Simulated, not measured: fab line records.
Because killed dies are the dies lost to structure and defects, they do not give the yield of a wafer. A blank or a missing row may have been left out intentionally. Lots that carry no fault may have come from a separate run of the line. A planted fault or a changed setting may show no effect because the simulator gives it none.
fab line records / flow n5-finfet
record: lots: 12 wafers: 36 last-day: 20
route steps=1938 shown GATE_CUT@513 MOL_CONTACT_COAG@547
lots untouched by any fault: they come from a run of this same line in which no faults occurred
start-h: the number of hours between the record's first day and the start of the first shown wafer of the lot / wait-h: hours since the lot's step before / " repeats the value in the row above / L1.1+2: a row that stands for several wafers / - no value present, or no start provided / * or withheld: withheld / < > ~ a bound
route shown NAME@n: a module of which the file shows steps, and the number in the route of the first / usual: mean/standard deviation taken from wafers without a fault / same: alike in all rows / chamber/n: place in a boat / sites: each site's reading / _std_site: standard deviation across them / _edge_site: mean of outer sites minus mean of inner sites / radius-mm: how far each site lies from the wafer's centre / mask NAME#n: copy n / behind: the most recent tool/chamber to have shaped the wafer / hold: the reason the lot was held/the length of the hold in hours/how it ended / device: transistor that didn't switch, given as n, p or np / end of line: tests of these same wafers at the route's end / a step with no rows: only its recipe / killed: at the first sort, the dies lost to defects and structure; wafer yield is something else / map: per-die view of a wafer (x killed, . not killed, _ where there is no die)
set.NAME: the run value of the setting; set.NAME@STEP: its run value at that earlier step / model.NAME: the simulator's own value behind a step, which no gauge read
a sample of lots followed through the steps of the route, with each step as a table and each wafer as a row
services: when a tool's chamber went out of use (start-h, in hours from the record's first day, below 0 if earlier), for how many hours, and the reason
== steps ==
step: N5_GATE_CUT_CMP_43
recipe: material: SiO2 post-cmp-clean: rinse-only
usual: motor-current-A: 12.2/1.2
lot.wafer=L437.2 tool=cmp-02 chamber=2 start-h=108.95 wait-h=0.0 motor-current-A=13.5
lot.wafer=L437.1 tool=cmp-02 chamber=1 start-h=108.95 wait-h=0.0 motor-current-A=10.3
lot.wafer=L437.5 tool=cmp-02 chamber=3 start-h=108.95 wait-h=0.0 motor-current-A=11.1
lot.wafer=L438.1 tool=cmp-01 chamber=0 start-h=111.22 wait-h=0.0 motor-current-A=10.2
lot.wafer=L438.4 tool=cmp-01 chamber=2 start-h=111.22 wait-h=0.0 motor-current-A=13.2
lot.wafer=L438.3 tool=cmp-01 chamber=3 start-h=111.22 wait-h=0.0 motor-current-A=12.2
lot.wafer=L441.1 tool=cmp-01 chamber=2 start-h=130.52 wait-h=0.0 motor-current-A=13.1
lot.wafer=L441.3 tool=cmp-01 chamber=3 start-h=130.52 wait-h=0.0 motor-current-A=11.9
lot.wafer=L441.4 tool=cmp-01 chamber=1 start-h=130.52 wait-h=0.0 motor-current-A=11.9
lot.wafer=L448.3 tool=cmp-04 chamber=1 start-h=182.84 wait-h=0.0 motor-current-A=13.1
lot.wafer=L448.5 tool=cmp-04 chamber=1 start-h=182.84 wait-h=0.0 motor-current-A=13.6
lot.wafer=L448.6 tool=cmp-04 chamber=2 start-h=182.84 wait-h=0.0 motor-current-A=10.2
lot.wafer=L449.4 tool=cmp-01 chamber=3 start-h=189.45 wait-h=0.2 motor-current-A=11.8
lot.wafer=L449.2 tool=cmp-01 chamber=0 start-h=189.45 wait-h=0.2 motor-current-A=11.3
lot.wafer=L449.5 tool=cmp-01 chamber=2 start-h=189.45 wait-h=0.2 motor-current-A=13.6
lot.wafer=L450.4 tool=cmp-04 chamber=0 start-h=190.94 wait-h=0.0 motor-current-A=12.8
lot.wafer=L450.2 tool=cmp-04 chamber=2 start-h=190.94 wait-h=0.0 motor-current-A=11.4
lot.wafer=L450.5 tool=cmp-04 chamber=0 start-h=190.94 wait-h=0.0 motor-current-A=13.2
lot.wafer=L451.1 tool=cmp-04 chamber=1 start-h=201.43 wait-h=0.0 motor-current-A=12.7
lot.wafer=L451.3 tool=cmp-04 chamber=2 start-h=201.43 wait-h=0.0 motor-current-A=10.4
lot.wafer=L451.4 tool=cmp-04 chamber=3 start-h=201.43 wait-h=0.0 motor-current-A=11.9
lot.wafer=L452.3 tool=cmp-04 chamber=3 start-h=204.44 wait-h=0.0 motor-current-A=11.7
lot.wafer=L452.4 tool=cmp-04 chamber=0 start-h=204.44 wait-h=0.0 motor-current-A=13.3
lot.wafer=L452.2 tool=cmp-04 chamber=2 start-h=204.44 wait-h=0.0 motor-current-A=10.5
lot.wafer=L453.3 tool=cmp-04 chamber=2 start-h=215.20 wait-h=0.3 motor-current-A=10.9
lot.wafer=L453.5 tool=cmp-04 chamber=3 start-h=215.20 wait-h=0.3 motor-current-A=12.4
lot.wafer=L453.6 tool=cmp-04 chamber=0 start-h=215.20 wait-h=0.3 motor-current-A=12.2
lot.wafer=L455.4 tool=cmp-01 chamber=1 start-h=223.91 wait-h=0.0 motor-current-A=11.9
lot.wafer=L455.1 tool=cmp-01 chamber=3 start-h=223.91 wait-h=0.0 motor-current-A=11.6
lot.wafer=L455.6 tool=cmp-01 chamber=1 start-h=223.91 wait-h=0.0 motor-current-A=11.6
lot.wafer=L457.1 tool=cmp-02 chamber=0 start-h=226.20 wait-h=0.0 motor-current-A=14.0
lot.wafer=L457.2 tool=cmp-02 chamber=3 start-h=226.20 wait-h=0.0 motor-current-A=11.3
lot.wafer=L457.6 tool=cmp-02 chamber=0 start-h=226.20 wait-h=0.0 motor-current-A=15.0
lot.wafer=L456.3 tool=cmp-04 chamber=0 start-h=230.46 wait-h=0.0 motor-current-A=12.2
lot.wafer=L456.1 tool=cmp-04 chamber=2 start-h=230.46 wait-h=0.0 motor-current-A=11.0
lot.wafer=L456.6 tool=cmp-04 chamber=0 start-h=230.46 wait-h=0.0 motor-current-A=12.8
step: N5_MOL_CONTACT_COAG_SPUTTER_143
recipe: material: Co target-thk-a: 25 temp-c: 25 chamber-pressure-pa: 0.2
usual: throttle-valve-pct: 29.8/1.1
lot.wafer=L437.1 tool=pvd-sputter-03 chamber=- start-h=113.12 wait-h=0.0 throttle-valve-pct=30.8
lot.wafer=L437.2 tool=pvd-sputter-03 chamber=- start-h=113.12 wait-h=0.0 throttle-valve-pct=29.5
lot.wafer=L437.5 tool=pvd-sputter-03 chamber=- start-h=113.12 wait-h=0.0 throttle-valve-pct=30.4
lot.wafer=L438.1 tool=pvd-sputter-01 chamber=- start-h=114.01 wait-h=0.0 throttle-valve-pct=28.8
lot.wafer=L438.3 tool=pvd-sputter-01 chamber=- start-h=114.01 wait-h=0.0 throttle-valve-pct=30.5
lot.wafer=L438.4 tool=pvd-sputter-01 chamber=- start-h=114.01 wait-h=0.0 throttle-valve-pct=30.6
lot.wafer=L441.1 tool=pvd-sputter-03 chamber=- start-h=144.64 wait-h=0.0 throttle-valve-pct=29.7
lot.wafer=L441.3 tool=pvd-sputter-03 chamber=- start-h=144.64 wait-h=0.0 throttle-valve-pct=31.3
lot.wafer=L441.4 tool=pvd-sputter-03 chamber=- start-h=144.64 wait-h=0.0 throttle-valve-pct=30.6
lot.wafer=L448.3 tool=pvd-sputter-02 chamber=- start-h=185.62 wait-h=0.0 throttle-valve-pct=30.2
lot.wafer=L448.5 tool=pvd-sputter-02 chamber=- start-h=185.62 wait-h=0.0 throttle-valve-pct=27.2
lot.wafer=L448.6 tool=pvd-sputter-02 chamber=- start-h=185.62 wait-h=0.0 throttle-valve-pct=31.0
lot.wafer=L449.2 tool=pvd-sputter-03 chamber=- start-h=193.19 wait-h=0.0 throttle-valve-pct=31.0
lot.wafer=L449.4 tool=pvd-sputter-03 chamber=- start-h=193.19 wait-h=0.0 throttle-valve-pct=28.9
lot.wafer=L449.5 tool=pvd-sputter-03 chamber=- start-h=193.19 wait-h=0.0 throttle-valve-pct=30.5
lot.wafer=L450.2 tool=pvd-sputter-01 chamber=- start-h=196.64 wait-h=0.0 throttle-valve-pct=28.7
lot.wafer=L450.4 tool=pvd-sputter-01 chamber=- start-h=196.64 wait-h=0.0 throttle-valve-pct=29.8
lot.wafer=L450.5 tool=pvd-sputter-01 chamber=- start-h=196.64 wait-h=0.0 throttle-valve-pct=30.6
lot.wafer=L451.1 tool=pvd-sputter-02 chamber=- start-h=204.76 wait-h=0.0 throttle-valve-pct=27.3
lot.wafer=L451.3 tool=pvd-sputter-02 chamber=- start-h=204.76 wait-h=0.0 throttle-valve-pct=30.5
lot.wafer=L451.4 tool=pvd-sputter-02 chamber=- start-h=204.76 wait-h=0.0 throttle-valve-pct=30.5
lot.wafer=L452.2 tool=pvd-sputter-02 chamber=- start-h=209.68 wait-h=0.0 throttle-valve-pct=27.1
lot.wafer=L452.3 tool=pvd-sputter-02 chamber=- start-h=209.68 wait-h=0.0 throttle-valve-pct=30.7
lot.wafer=L452.4 tool=pvd-sputter-02 chamber=- start-h=209.68 wait-h=0.0 throttle-valve-pct=30.0
lot.wafer=L453.3 tool=pvd-sputter-03 chamber=- start-h=219.65 wait-h=0.0 throttle-valve-pct=30.5
lot.wafer=L453.5 tool=pvd-sputter-03 chamber=- start-h=219.65 wait-h=0.0 throttle-valve-pct=30.9
lot.wafer=L453.6 tool=pvd-sputter-03 chamber=- start-h=219.65 wait-h=0.0 throttle-valve-pct=31.0
lot.wafer=L455.1 tool=pvd-sputter-01 chamber=- start-h=228.43 wait-h=0.0 throttle-valve-pct=28.9
lot.wafer=L455.4 tool=pvd-sputter-01 chamber=- start-h=228.43 wait-h=0.0 throttle-valve-pct=30.6
lot.wafer=L455.6 tool=pvd-sputter-01 chamber=- start-h=228.43 wait-h=0.0 throttle-valve-pct=29.6
lot.wafer=L457.1 tool=pvd-sputter-02 chamber=- start-h=230.45 wait-h=0.0 throttle-valve-pct=30.6
lot.wafer=L457.2 tool=pvd-sputter-02 chamber=- start-h=230.45 wait-h=0.0 throttle-valve-pct=30.2
lot.wafer=L457.6 tool=pvd-sputter-02 chamber=- start-h=230.45 wait-h=0.0 throttle-valve-pct=30.0
lot.wafer=L456.1 tool=pvd-sputter-02 chamber=- start-h=234.74 wait-h=0.0 throttle-valve-pct=30.1
lot.wafer=L456.3 tool=pvd-sputter-02 chamber=- start-h=234.74 wait-h=0.0 throttle-valve-pct=27.4
lot.wafer=L456.6 tool=pvd-sputter-02 chamber=- start-h=234.74 wait-h=0.0 throttle-valve-pct=27.2
step: N5_MOL_CONTACT_COAG_ALD_27
recipe: material: SiOC target-thk-a: 170 temp-c: 400 ald-precursor-family: carbosiloxane ald-co-reactant: H2-plasma pulse-time-s: 1.5 time-s: 2720 purge-time-s: 2 co-reactant-purge-time-s: 2 ald-cycles: 340 pressure-torr: 2
usual: heater-power-w: 791/89 precursor-pulse-height-rel: 1.000/0.022 run-length-s: 2769.9/0.59 time-s: 2720/0
same: purge-time-s: 2
lot.wafer=L437.1 tool=ald-sin-02 chamber=3 start-h=119.57 wait-h=2.3 heater-power-w=760 precursor-pulse-height-rel=1.003 run-length-s=2944.1 time-s=2894.4
lot.wafer=L437.2 tool=ald-sin-02 chamber=0 start-h=119.57 wait-h=2.3 heater-power-w=792 precursor-pulse-height-rel=1.019 run-length-s=2769.7 time-s=2720
lot.wafer=L437.5 tool=ald-sin-02 chamber=3 start-h=119.57 wait-h=2.3 heater-power-w=761 precursor-pulse-height-rel=1.008 run-length-s=2769.0 time-s=2720
lot.wafer=L438.1 tool=ald-sin-02 chamber=2 start-h=121.11 wait-h=3.4 heater-power-w=673 precursor-pulse-height-rel=1.000 run-length-s=2944.5 time-s=2894.4
lot.wafer=L438.3 tool=ald-sin-02 chamber=0 start-h=121.11 wait-h=3.4 heater-power-w=790 precursor-pulse-height-rel=0.994 run-length-s=2769.6 time-s=2720
lot.wafer=L438.4 tool=ald-sin-02 chamber=1 start-h=121.11 wait-h=3.4 heater-power-w=948 precursor-pulse-height-rel=1.012 run-length-s=2944.7 time-s=2894.4
lot.wafer=L441.1 tool=ald-sin-04 chamber=3 start-h=147.37 wait-h=0.0 heater-power-w=750 precursor-pulse-height-rel=0.979 run-length-s=2769.7 time-s=2720
lot.wafer=L441.3 tool=ald-sin-04 chamber=0 start-h=147.37 wait-h=0.0 heater-power-w=679 precursor-pulse-height-rel=0.963 run-length-s=2769.3 time-s=2720
lot.wafer=L441.4 tool=ald-sin-04 chamber=1 start-h=147.37 wait-h=0.0 heater-power-w=750 precursor-pulse-height-rel=1.004 run-length-s=2769.7 time-s=2720
lot.wafer=L448.3 tool=ald-sin-04 chamber=0 start-h=189.10 wait-h=0.3 heater-power-w=688 precursor-pulse-height-rel=1.014 run-length-s=2769.3 time-s=2720
lot.wafer=L448.5 tool=ald-sin-04 chamber=3 start-h=189.10 wait-h=0.3 heater-power-w=765 precursor-pulse-height-rel=0.978 run-length-s=2769.2 time-s=2720
lot.wafer=L448.6 tool=ald-sin-04 chamber=2 start-h=189.10 wait-h=0.3 heater-power-w=717 precursor-pulse-height-rel=0.973 run-length-s=2770.2 time-s=2720
lot.wafer=L449.2 tool=ald-sin-02 chamber=3 start-h=197.95 wait-h=0.0 heater-power-w=773 precursor-pulse-height-rel=1.036 run-length-s=2769.5 time-s=2720
lot.wafer=L449.4 tool=ald-sin-02 chamber=1 start-h=197.95 wait-h=0.0 heater-power-w=948 precursor-pulse-height-rel=1.002 run-length-s=2770.5 time-s=2720
lot.wafer=L449.5 tool=ald-sin-02 chamber=2 start-h=197.95 wait-h=0.0 heater-power-w=668 precursor-pulse-height-rel=1.007 run-length-s=2770.8 time-s=2720
lot.wafer=L450.2 tool=ald-sin-01 chamber=3 start-h=200.07 wait-h=0.5 heater-power-w=847 precursor-pulse-height-rel=0.978 run-length-s=2770.1 time-s=2720
lot.wafer=L450.4 tool=ald-sin-01 chamber=2 start-h=200.07 wait-h=0.5 heater-power-w=872 precursor-pulse-height-rel=0.988 run-length-s=2768.9 time-s=2720
lot.wafer=L450.5 tool=ald-sin-01 chamber=3 start-h=200.07 wait-h=0.5 heater-power-w=856 precursor-pulse-height-rel=0.989 run-length-s=2769.6 time-s=2720
lot.wafer=L451.1 tool=ald-sin-02 chamber=0 start-h=207.97 wait-h=0.0 heater-power-w=784 precursor-pulse-height-rel=1.032 run-length-s=2769.6 time-s=2720
lot.wafer=L451.3 tool=ald-sin-02 chamber=2 start-h=207.97 wait-h=0.0 heater-power-w=655 precursor-pulse-height-rel=1.014 run-length-s=2770.1 time-s=2720
lot.wafer=L451.4 tool=ald-sin-02 chamber=0 start-h=207.97 wait-h=0.0 heater-power-w=785 precursor-pulse-height-rel=0.999 run-length-s=2770.6 time-s=2720
lot.wafer=L452.2 tool=ald-sin-02 chamber=0 start-h=212.90 wait-h=0.0 heater-power-w=765 precursor-pulse-height-rel=1.016 run-length-s=2769.7 time-s=2720
lot.wafer=L452.3 tool=ald-sin-02 chamber=3 start-h=212.90 wait-h=0.0 heater-power-w=768 precursor-pulse-height-rel=1.024 run-length-s=2769.2 time-s=2720
lot.wafer=L452.4 tool=ald-sin-02 chamber=3 start-h=212.90 wait-h=0.0 heater-power-w=753 precursor-pulse-height-rel=0.985 run-length-s=2769.2 time-s=2720
lot.wafer=L453.3 tool=ald-sin-04 chamber=3 start-h=222.77 wait-h=0.0 heater-power-w=782 precursor-pulse-height-rel=0.953 run-length-s=2769.7 time-s=2720
lot.wafer=L453.5 tool=ald-sin-04 chamber=3 start-h=222.77 wait-h=0.0 heater-power-w=774 precursor-pulse-height-rel=1.015 run-length-s=2769.1 time-s=2720
lot.wafer=L453.6 tool=ald-sin-04 chamber=2 start-h=222.77 wait-h=0.0 heater-power-w=724 precursor-pulse-height-rel=0.975 run-length-s=2770.5 time-s=2720
lot.wafer=L455.1 tool=ald-sin-01 chamber=3 start-h=231.85 wait-h=0.0 heater-power-w=865 precursor-pulse-height-rel=0.960 run-length-s=2769.7 time-s=2720
lot.wafer=L455.4 tool=ald-sin-01 chamber=2 start-h=231.85 wait-h=0.0 heater-power-w=885 precursor-pulse-height-rel=1.026 run-length-s=2769.3 time-s=2720
lot.wafer=L455.6 tool=ald-sin-01 chamber=3 start-h=231.85 wait-h=0.0 heater-power-w=843 precursor-pulse-height-rel=0.976 run-length-s=2769.6 time-s=2720
lot.wafer=L457.1 tool=ald-sin-01 chamber=1 start-h=234.60 wait-h=0.0 heater-power-w=725 precursor-pulse-height-rel=1.023 run-length-s=2770.7 time-s=2720
lot.wafer=L457.2 tool=ald-sin-01 chamber=0 start-h=234.60 wait-h=0.0 heater-power-w=926 precursor-pulse-height-rel=1.030 run-length-s=2769.6 time-s=2720
lot.wafer=L457.6 tool=ald-sin-01 chamber=1 start-h=234.60 wait-h=0.0 heater-power-w=737 precursor-pulse-height-rel=0.981 run-length-s=2770.8 time-s=2720
lot.wafer=L456.1 tool=ald-sin-02 chamber=2 start-h=238.75 wait-h=0.0 heater-power-w=660 precursor-pulse-height-rel=1.025 run-length-s=2770.5 time-s=2720
lot.wafer=L456.3 tool=ald-sin-02 chamber=1 start-h=238.75 wait-h=0.0 heater-power-w=980 precursor-pulse-height-rel=0.984 run-length-s=2770.5 time-s=2720
lot.wafer=L456.6 tool=ald-sin-02 chamber=1 start-h=238.75 wait-h=0.0 heater-power-w=966 precursor-pulse-height-rel=1.003 run-length-s=2770.1 time-s=2720
step: N5_MOL_CONTACT_COAG_INSPECT_57
recipe: mode: adi inspect-instrument: brightfield
usual: raw-defect-count: 211/58
lot.wafer=L437.1 tool=defect-inspect-01 chamber=- start-h=124.80 wait-h=0.1 raw-defect-count=225
lot.wafer=L437.2 tool=defect-inspect-01 chamber=- start-h=124.80 wait-h=0.1 raw-defect-count=216
lot.wafer=L437.5 tool=defect-inspect-01 chamber=- start-h=124.80 wait-h=0.1 raw-defect-count=271
lot.wafer=L438.1 tool=defect-inspect-01 chamber=- start-h=126.38 wait-h=0.1 raw-defect-count=237
lot.wafer=L438.3 tool=defect-inspect-01 chamber=- start-h=126.38 wait-h=0.1 raw-defect-count=195
lot.wafer=L438.4 tool=defect-inspect-01 chamber=- start-h=126.38 wait-h=0.1 raw-defect-count=187
lot.wafer=L441.1 tool=defect-inspect-02 chamber=- start-h=150.72 wait-h=0.1 raw-defect-count=166
lot.wafer=L441.3 tool=defect-inspect-02 chamber=- start-h=150.72 wait-h=0.1 raw-defect-count=157
lot.wafer=L441.4 tool=defect-inspect-02 chamber=- start-h=150.72 wait-h=0.1 raw-defect-count=132
lot.wafer=L448.3 tool=defect-inspect-02 chamber=- start-h=192.06 wait-h=0.0 raw-defect-count=330
lot.wafer=L448.5 tool=defect-inspect-02 chamber=- start-h=192.06 wait-h=0.0 raw-defect-count=259
lot.wafer=L448.6 tool=defect-inspect-02 chamber=- start-h=192.06 wait-h=0.0 raw-defect-count=205
lot.wafer=L449.2 tool=defect-inspect-01 chamber=- start-h=201.97 wait-h=0.0 raw-defect-count=238
lot.wafer=L449.4 tool=defect-inspect-01 chamber=- start-h=201.97 wait-h=0.0 raw-defect-count=390
lot.wafer=L449.5 tool=defect-inspect-01 chamber=- start-h=201.97 wait-h=0.0 raw-defect-count=178
lot.wafer=L450.2 tool=defect-inspect-02 chamber=- start-h=203.00 wait-h=0.0 raw-defect-count=142
lot.wafer=L450.4 tool=defect-inspect-02 chamber=- start-h=203.00 wait-h=0.0 raw-defect-count=147
lot.wafer=L450.5 tool=defect-inspect-02 chamber=- start-h=203.00 wait-h=0.0 raw-defect-count=263
lot.wafer=L451.1 tool=defect-inspect-01 chamber=- start-h=210.97 wait-h=0.1 raw-defect-count=287
lot.wafer=L451.3 tool=defect-inspect-01 chamber=- start-h=210.97 wait-h=0.1 raw-defect-count=229
lot.wafer=L451.4 tool=defect-inspect-01 chamber=- start-h=210.97 wait-h=0.1 raw-defect-count=251
lot.wafer=L452.2 tool=defect-inspect-01 chamber=- start-h=215.85 wait-h=0.0 raw-defect-count=241
lot.wafer=L452.3 tool=defect-inspect-01 chamber=- start-h=215.85 wait-h=0.0 raw-defect-count=124
lot.wafer=L452.4 tool=defect-inspect-01 chamber=- start-h=215.85 wait-h=0.0 raw-defect-count=248
lot.wafer=L453.3 tool=defect-inspect-02 chamber=- start-h=226.14 wait-h=0.0 raw-defect-count=237
lot.wafer=L453.5 tool=defect-inspect-02 chamber=- start-h=226.14 wait-h=0.0 raw-defect-count=131
lot.wafer=L453.6 tool=defect-inspect-02 chamber=- start-h=226.14 wait-h=0.0 raw-defect-count=138
lot.wafer=L455.1 tool=defect-inspect-02 chamber=- start-h=235.06 wait-h=0.1 raw-defect-count=290
lot.wafer=L455.4 tool=defect-inspect-02 chamber=- start-h=235.06 wait-h=0.1 raw-defect-count=189
lot.wafer=L455.6 tool=defect-inspect-02 chamber=- start-h=235.06 wait-h=0.1 raw-defect-count=167
lot.wafer=L457.1 tool=defect-inspect-02 chamber=- start-h=237.55 wait-h=0.1 raw-defect-count=270
lot.wafer=L457.2 tool=defect-inspect-02 chamber=- start-h=237.55 wait-h=0.1 raw-defect-count=264
lot.wafer=L457.6 tool=defect-inspect-02 chamber=- start-h=237.55 wait-h=0.1 raw-defect-count=224
lot.wafer=L456.1 tool=defect-inspect-02 chamber=- start-h=241.85 wait-h=0.1 raw-defect-count=168
lot.wafer=L456.3 tool=defect-inspect-02 chamber=- start-h=241.85 wait-h=0.1 raw-defect-count=169
lot.wafer=L456.6 tool=defect-inspect-02 chamber=- start-h=241.85 wait-h=0.1 raw-defect-count=223
== services ==
tool=ald-sin-04 chamber=- start-h=85.25 hours=14.0 kind=pm
tool=ald-sin-04 chamber=0 start-h=85.25 hours=14.0 kind=vent-cycle
tool=ald-sin-04 chamber=1 start-h=85.25 hours=14.0 kind=vent-cycle
tool=ald-sin-04 chamber=2 start-h=85.25 hours=17.0 kind=vent-cycle
tool=ald-sin-04 chamber=3 start-h=85.25 hours=14.0 kind=vent-cycle
tool=cmp-02 chamber=- start-h=85.64 hours=1.9 kind=repair
tool=cmp-01 chamber=- start-h=95.81 hours=1.8 kind=repair
tool=ald-sin-04 chamber=0 start-h=99.25 hours=- kind=clean
tool=ald-sin-04 chamber=1 start-h=99.25 hours=- kind=clean
tool=ald-sin-01 chamber=- start-h=102.83 hours=2.8 kind=pm
tool=pvd-sputter-01 chamber=- start-h=106.85 hours=4.6 kind=repair
tool=ald-sin-04 chamber=- start-h=113.38 hours=14.6 kind=pm
tool=pvd-sputter-03 chamber=- start-h=118.44 hours=0.6 kind=repair
tool=ald-sin-01 chamber=- start-h=119.33 hours=4.3 kind=pm
tool=cmp-02 chamber=- start-h=126.43 hours=1.0 kind=repair
tool=cmp-04 chamber=- start-h=128.60 hours=1.1 kind=repair
tool=ald-sin-04 chamber=- start-h=133.53 hours=6.0 kind=pm
tool=pvd-sputter-02 chamber=- start-h=143.09 hours=2.5 kind=repair
tool=ald-sin-01 chamber=- start-h=143.33 hours=14.6 kind=pm
tool=cmp-02 chamber=- start-h=151.32 hours=1.7 kind=repair
tool=cmp-02 chamber=- start-h=182.48 hours=4.0 kind=pm
tool=cmp-04 chamber=- start-h=196.76 hours=2.9 kind=repair
tool=cmp-02 chamber=- start-h=198.37 hours=3.8 kind=pm
tool=ald-sin-02 chamber=2 start-h=230.18 hours=- kind=calibration
== key ==
first-sign: step: N5_MOL_CONTACT_COAG_ALD_27 reading: time-s direction: up sigmas: 99+ usual: * struck: *
effect: step: N5_MOL_CONTACT_COAG_ALD_27 reading: run-length-s direction: up sigmas: 99+ usual: * struck: *
met-at N5_MOL_CONTACT_COAG_ALD_27
struck-lots L437,L438
struck-wafers L437.1,L438.1,L438.4
tester-left-out L437,L438
not-acting-at N5_GATE_CUT_CMP_43,N5_MOL_CONTACT_COAG_SPUTTER_143,N5_MOL_CONTACT_COAG_INSPECT_57
fault: kind: process-parameter-drift tool: ald-sin-02 chamber: - onset-h: 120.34 steps: N5_MOL_CONTACT_COAG_ALD_27 channel: time-s offset: * shape: step end-h: 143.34 scope: struck-wafers-only stated: *
tester-left-out: of these lots the tester's yield and bins aren't shown, on N5 and GAA mostly nor the transistor test; their killed dies are dies lost to structure and defects alone, not to doping, threshold or leakage, so they don't give the yield
